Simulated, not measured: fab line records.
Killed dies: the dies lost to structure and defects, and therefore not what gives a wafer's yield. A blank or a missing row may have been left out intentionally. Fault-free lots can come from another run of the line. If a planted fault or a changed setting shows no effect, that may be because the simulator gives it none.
fab line records | flow nandHarc
record lots=13 wafers=38 lastDay=24
route steps=1159 shown P_GATE@190 P_CONTACT@218 END@1159
lots untouched by any fault: they come from a run of this same line in which no faults occurred
startH: the number of hours between the record's first day and the start of the first shown wafer of the lot | waitH: hours elapsed since this lot's preceding step | " repeats the value in the row above | L1.1+2: a single row standing in for several wafers | - no value present, or no start provided | * or withheld: withheld | < > ~ a bound
route shown NAME@n: NAME is a module with steps in the file, n the number in the route of the first one | usual: mean/standard deviation of fault-free wafers | same: alike in all rows | chamber/n: place in a boat | sites: per-site readings | _std_site: the values' standard deviation | _edge_site: outer sites' mean less inner sites' | radiusMm: for every site, how far away it sits from the centre of the wafer | mask NAME#n: copy n | behind: the most recent tool/chamber to have shaped the wafer | hold: what put the lot on hold/how long, in hours/how the hold closed | device: whichever transistor did not switch (one of n, p or np) | end of line: tests of these same wafers at the route's end | where a step has no rows: the recipe by itself | killed: the dies lost at the first sort to structure and to defects; this is not the yield of the wafer | map: a wafer's dies, marking killed ones x, the rest . and places with no die _
set.NAME: the setting that was run; set.NAME@STEP: the one run at that earlier step | model.NAME: the simulator's own value behind a step, which no gauge read
a sample of lots followed through the steps of the route, with each step as a table and each wafer as a row
services: a tool's chamber out of use, with start hour (startH, from the record's first day; less than 0 if before it), hours out, and reason
## steps
# step NHARC_P_GATE_STRIP_76
# recipe powerW=1500 tempC=250 chemistry=O2
# usual drypumpMotorCurrentA=5.7/0.45 heaterPowerW=337/22
# columns lot.wafer tool chamber startH waitH drypumpMotorCurrentA heaterPowerW rfHoursCounterH
L981.2 plasmaAsher-01 0 110.45 0.2 5.9 324 1
L981.4 " 1 " " 5.2 326 -
L981.3 " 0 " " 5.9 309 -
L982.4 plasmaAsher-02 0 112.05 0.2 5.4 340 -
L982.3 " 1 " " 6.4 363 -
L982.6 " 0 " " 5.4 340 -
L983.1 plasmaAsher-01 0 118.26 0.2 6.0 315 4
L983.5 " 1 " " 5.2 325 -
L983.6 " 0 " " 5.9 321 -
L986.2 plasmaAsher-01 1 133.32 0.2 5.2 326 8
L986.1 " 0 " " 5.9 313 8
L986.6 " 0 " " 5.9 318 -
L988.1 plasmaAsher-02 0 142.90 0.2 5.4 346 45
L988.2 " 1 " " 6.3 374 45
L988.6 " 0 " " 5.4 338 -
L991.2 plasmaAsher-01 1 160.78 0.2 5.2 335 16
L991.5 " 0 " " 5.9 323 -
L995.2 plasmaAsher-01 1 182.93 0.2 5.2 321 24
L995.3 " 1 " " 5.2 333 -
L995.6 " 0 " " 5.9 314 -
L996.1 plasmaAsher-01 1 194.02 0.2 5.2 326 32
L996.5 " 1 " " 5.2 336 -
L996.6 " 0 " " 5.9 325 -
L998.1 plasmaAsher-02 1 213.26 0.2 6.3 366 7
L998.3 " 0 " " 5.4 315 -
L998.4 " 1 " " 6.3 368 -
L100.1 plasmaAsher-02 0 220.56 0.2 5.4 312 11
L100.4 " 1 " " 6.4 375 -
L100.3 " 0 " " 5.4 323 -
L101.4 plasmaAsher-01 1 221.05 0.1 5.2 331 -
L101.5 " 0 " " 5.9 321 -
L101.6 " 1 " " 5.2 328 -
L102.2 plasmaAsher-01 1 237.02 0.2 5.2 328 44
L102.1 " 0 " " 5.9 319 44
L102.4 " 1 " " 5.2 320 -
L103.4 plasmaAsher-02 1 237.36 0.2 6.4 369 -
L103.3 " 0 " " 5.4 320 -
L103.6 " 1 " " 6.3 372 -
# step NHARC_P_GATE_RTA_82
# recipe tempC=450 timeS=30
# usual lampPowerPct=4.0/0.33 lamp_zone_1_pct=4.0/0.33 wafer_temp_C_max=452.0/0.45
# columns lot.wafer tool chamber startH waitH lampPowerPct lamp_zone_1_pct wafer_temp_C_max
L981.2 rtpAnneal-01 0 115.09 - 4.4 4.4 451.9
L981.3 " 0 " " 4.4 4.4 452.0
L981.4 " 0 " " 4.4 4.4 451.7
L982.3 rtpAnneal-01 0 115.98 - 4.4 4.4 452.0
L982.4 " 0 " " 4.4 4.4 451.9
L982.6 " 0 " " 4.4 4.4 452.6
L983.1 rtpAnneal-01 0 122.11 - 4.4 4.4 451.5
L983.5 " 0 " " 4.4 4.4 451.6
L983.6 " 0 " " 4.4 4.4 452.0
L986.1 rtpAnneal-02 0 137.11 - 3.7 3.7 451.7
L986.2 " 0 " " 3.7 3.7 452.6
L986.6 " 0 " " 3.7 3.7 452.2
L988.1 rtpAnneal-01 0 146.84 - 4.4 4.4 452.0
L988.2 " 0 " " 4.4 4.4 452.0
L988.6 " 0 " " 4.4 4.4 451.6
L991.2 rtpAnneal-02 0 165.08 - 3.7 3.7 452.2
L991.5 " 0 " " 3.7 3.7 452.2
L995.2 rtpAnneal-02 0 187.74 - 3.7 3.7 451.7
L995.3 " 0 " " 3.7 3.7 452.2
L995.6 " 0 " " 3.7 3.7 452.3
L996.1 rtpAnneal-02 0 197.72 - 3.7 3.7 452.4
L996.5 " 0 " " 3.7 3.7 451.9
L996.6 " 0 " " 3.7 3.7 452.4
L998.1 rtpAnneal-02 0 216.90 - 3.7 3.7 452.5
L998.3 " 0 " " 3.7 3.7 452.6
L998.4 " 0 " " 3.7 3.7 452.3
L100.1 rtpAnneal-02 0 224.39 - 3.7 3.7 451.7
L100.3 " 0 " " 3.7 3.7 452.1
L100.4 " 0 " " 3.7 3.7 452.4
L101.4 rtpAnneal-01 0 225.27 - 4.4 4.4 452.0
L101.5 " 0 " " 4.4 4.4 452.1
L101.6 " 0 " " 4.4 4.4 452.1
L102.1 rtpAnneal-02 0 240.84 - 3.7 3.7 452.0
L102.2 " 0 " " 3.7 3.7 452.2
L102.4 " 0 " " 3.7 3.7 452.3
L103.3 rtpAnneal-01 0 241.18 - 4.4 4.4 451.3
L103.4 " 0 " " 4.4 4.4 451.2
L103.6 " 0 " " 4.4 4.4 451.3
# step NHARC_P_CONTACT_DEP_00
# recipe targetThkA=5000 tempC=400 pressureTorr=6.5 rfW=900 teosFlowSccm=161.4 flowSccm=2650 targetThkNm=500 gas=O2 material=SiO2
# usual heaterPowerW=561/91 mfcPrecursorSccm=161.4/0.48 throttleValvePct=16.2/0.72
# columns lot.wafer tool chamber startH waitH heaterPowerW mfcPrecursorSccm throttleValvePct
L981.2 pecvd-02 0 - - 734 161.0 16.0
L981.3 " 2 " " 636 160.1 15.8
L981.4 " 2 " " 470 161.3 15.7
L982.3 pecvd-01 0 - - 573 161.1 17.4
L982.4 " 1 " " 456 160.9 16.1
L982.6 " 0 " " 619 161.8 17.6
L983.1 pecvd-02 2 - - 512 161.5 15.8
L983.6 " 2 " " 542 161.7 15.6
L983.5 " 0 " " 724 160.6 16.1
L986.2 pecvd-02 0 - - 715 161.9 16.1
L986.1 " 2 " " 528 160.3 15.6
L986.6 " 1 " " 657 161.8 16.6
L988.2 pecvd-02 0 - - 708 161.1 16.3
L988.1 " 1 " " 629 162.0 16.4
L988.6 " 1 " " 645 162.4 16.5
L991.2 pecvd-03 2 - - 577 161.5 15.3
L991.5 " 2 " " 579 161.4 15.3
L995.2 pecvd-02 0 - - 656 161.7 15.3
L995.3 " 1 " " 612 161.0 16.0
L995.6 " 0 " " 680 161.4 15.6
L996.1 pecvd-01 1 - - 432 160.6 16.1
L996.5 " 1 " " 462 161.5 16.1
L996.6 " 2 " " 533 161.5 15.8
L998.3 pecvd-01 2 - - 435 161.9 15.7
L998.1 " 1 " " 436 161.3 16.1
L998.4 " 0 " " 664 161.5 17.8
L100.3 pecvd-03 2 - - 604 161.8 15.4
L100.1 " 1 " " 437 160.7 17.4
L100.4 " 1 " " 462 161.3 17.1
L101.4 pecvd-02 2 - - 626 160.4 15.8
L101.6 " 0 " " 730 161.5 15.6
L101.5 " 1 " " 589 162.4 16.3
L102.2 pecvd-03 0 - - 614 160.7 16.0
L102.1 " 1 " " 468 161.1 17.6
L102.4 " 0 " " 476 161.3 16.2
L103.3 pecvd-02 2 - - 520 161.2 16.0
L103.4 " 0 " " 675 162.3 16.0
L103.6 " 2 " " 556 161.2 16.0
# step NHARC_P_CONTACT_ALD_22
# recipe targetThkA=30 pulseTimeS=1 aldCycles=150 tempC=450 material=TiN
# usual aldCycles=150/0 heaterPowerW=1082/87 precursorPulseHeightRel=0.999/0.02
# columns lot.wafer tool chamber startH waitH aldCycles heaterPowerW precursorPulseHeightRel
L981.2 aldMetal-04 2 119.42 - 150 1129 1.001
L981.4 " 3 " " 150 1048 1.007
L981.3 " 1 " " 150 905 0.987
L982.3 aldMetal-02 3 119.83 - 150 1077 1.004
L982.6 " 1 " " 150 1034 1.008
L982.4 " 2 " " 150 1134 1.011
L983.1 aldMetal-01 0 125.81 - 150 1049 1.072
L983.5 " 3 " " 150 1105 0.992
L983.6 " 0 " " 150 1065 0.990
L986.1 aldMetal-02 2 140.86 - 150 1175 0.995
L986.2 " 0 " " 150 1082 0.989
L986.6 " 3 " " 150 1096 1.041
L988.2 aldMetal-04 0 150.56 - 285 1214 0.986
L988.1 " 3 " " 150 1049 1.015
L988.6 " 1 " " 150 928 1.012
L991.2 aldMetal-04 3 168.93 - 285 1075 0.965
L991.5 " 3 " " 150 1076 1.015
L995.2 aldMetal-01 2 191.53 - 150 1171 1.021
L995.3 " 1 " " 150 937 1.000
L995.6 " 2 " " 150 1182 0.972
L996.1 aldMetal-02 1 201.66 - 150 1023 0.996
L996.5 " 3 " " 150 1058 1.017
L996.6 " 0 " " 150 1093 1.004
L998.1 aldMetal-01 1 220.62 - 150 946 1.009
L998.3 " 2 " " 150 1131 0.988
L998.4 " 0 " " 150 1074 1.035
L100.4 aldMetal-02 2 228.28 - 150 1128 0.971
L100.1 " 3 " " 150 1085 1.029
L100.3 " 0 " " 150 1137 0.980
L101.4 aldMetal-01 2 229.30 - 150 1156 1.030
L101.5 " 1 " " 150 921 1.019
L101.6 " 2 " " 150 1179 0.976
L102.1 aldMetal-02 1 244.83 - 150 1016 1.033
L102.2 " 3 " " 150 1072 0.989
L102.4 " 0 " " 150 1091 0.968
L103.4 aldMetal-01 0 245.09 - 150 1082 0.978
L103.3 " 1 " " 150 934 1.002
L103.6 " 3 " " 150 1166 0.991
# step NHARC_END_SORT_01
# recipe tempC=25
# usual killedAtArray=29/10 killedAtOther=0.7/1.1 killedAtPeriphery=3.2/2.2 killedDies=33/11 killedOpen=3.5/1.8 killedShort=2.0/1.4
# same grossDies=677
# columns lot.wafer tool chamber startH waitH killedAtArray killedAtOther killedAtPeriphery killedDies killedOpen killedShort
L988.1 prober-02 0 482.50 2.5 15 0 2 17 4 0
L988.2 prober-02 0 483.31 2.8 26 0 2 28 2 1
L988.6 prober-02 0 486.55 4.1 23 1 0 24 2 0
L991.2 prober-01 0 506.72 2.8 26 2 0 28 2 2
L991.5 prober-01 0 509.11 3.7 29 1 1 31 2 3
# killed by level:class
L988.1 A_CHANNEL_HOLE_D1:chamberFilmFlake=10 P_CONTACT:geometricParticle:open=1 P_M1:geometricParticle:open=1 A_ONON_D1:geometricParticle:open=1 A_CHANNEL_FILL_D1:geometricParticle:open=1 A_SLIT:chamberFilmFlake=1 A_STAIRCASE:chamberFilmFlake=1 A_CONTACT:chamberFilmFlake=1
L988.2 A_CHANNEL_HOLE_D1:chamberFilmFlake=17 A_STAIRCASE:chamberFilmFlake=4 A_CONTACT:chamberFilmFlake=2 P_M2:geometricParticle:short=1 A_WL_FILL:geometricParticle:open=1 A_CONTACT:geometricParticle:open=1 P_BONDPAD:chamberFilmFlake=1 A_ZERO_WELL:chamberFilmFlake=1
L988.6 A_CHANNEL_HOLE_D1:chamberFilmFlake=18 A_STAIRCASE:chamberFilmFlake=2 A_CONTACT:chamberFilmFlake=2 A_CONTACT:geometricParticle:open=1 STARTING-WAFER:geometricParticle:open=1
L991.2 A_CHANNEL_HOLE_D1:chamberFilmFlake=12 A_STAIRCASE:chamberFilmFlake=5 A_SLIT:chamberFilmFlake=3 A_CONTACT:chamberFilmFlake=2 THIN_TSV:chamberFilmFlake=2 A_ONON_D1:geometricParticle:short=1 A_CHANNEL_FILL_D1:geometricParticle:open=1 A_WL_FILL:geometricParticle:short=1
L991.5 A_CHANNEL_HOLE_D1:chamberFilmFlake=14 A_SLIT:chamberFilmFlake=5 A_STAIRCASE:chamberFilmFlake=3 A_CONTACT:geometricParticle:open=2 A_CONTACT:chamberFilmFlake=2 A_ONON_D1:geometricParticle:short=1 A_CHANNEL_FILL_D1:geometricParticle:short=1 A_CONTACT:geometricParticle:short=1
## services
# columns tool chamber startH hours kind
aldMetal-02 3 87.29 26.8 repair
aldMetal-02 1 88.19 11.3 repair
aldMetal-02 0 90.19 36.3 repair
plasmaAsher-01 - 99.00 9.0 pm
plasmaAsher-01 0 99.00 9.0 ventCycle
plasmaAsher-01 1 99.00 9.0 ventCycle
aldMetal-01 - 102.00 10.0 pm
plasmaAsher-01 0 108.00 - clean
plasmaAsher-01 1 108.00 - clean
pecvd-03 - 111.03 13.0 pm
aldMetal-02 2 142.77 30.1 repair
pecvd-03 - 150.60 2.3 repair
pecvd-02 - 153.20 13.0 pm
pecvd-02 0 153.20 13.0 ventCycle
pecvd-02 1 153.20 13.0 ventCycle
pecvd-02 2 153.20 13.0 ventCycle
pecvd-02 0 166.20 - clean
pecvd-02 1 166.20 - clean
pecvd-02 2 166.20 - clean
plasmaAsher-02 - 183.00 9.0 pm
aldMetal-02 - 186.00 10.0 pm
aldMetal-02 - 197.78 0.2 repair
aldMetal-04 - 228.00 10.0 pm
pecvd-01 - 237.40 13.0 pm
## key
firstSign step=NHARC_P_CONTACT_ALD_22 reading=aldCycles direction=up sigmas=99+ usual=150 struck=285
effect none on later readings
metAt NHARC_P_CONTACT_ALD_22
struckLots L988,L991
struckWafers L988.2,L991.2
testerLeftOut L988,L991
notActingAt NHARC_P_GATE_STRIP_76,NHARC_P_GATE_RTA_82,NHARC_P_CONTACT_DEP_00
onsetBetween 119.42 150.56
fault kind=processParameterDrift tool=aldMetal-04 chamber=- onsetH=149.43 steps=NHARC_P_CONTACT_ALD_22 channel=aldCycles offset=135 shape=step endH=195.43 scope=struckWafersOnly actsIn=theseRecipesOnly stated=150
# testerLeftOut: of these lots the tester's yield and bins aren't shown, on N5 and GAA mostly nor the transistor test; their killed dies are dies lost to structure and defects alone, not to doping, threshold or leakage, so they don't give the yield
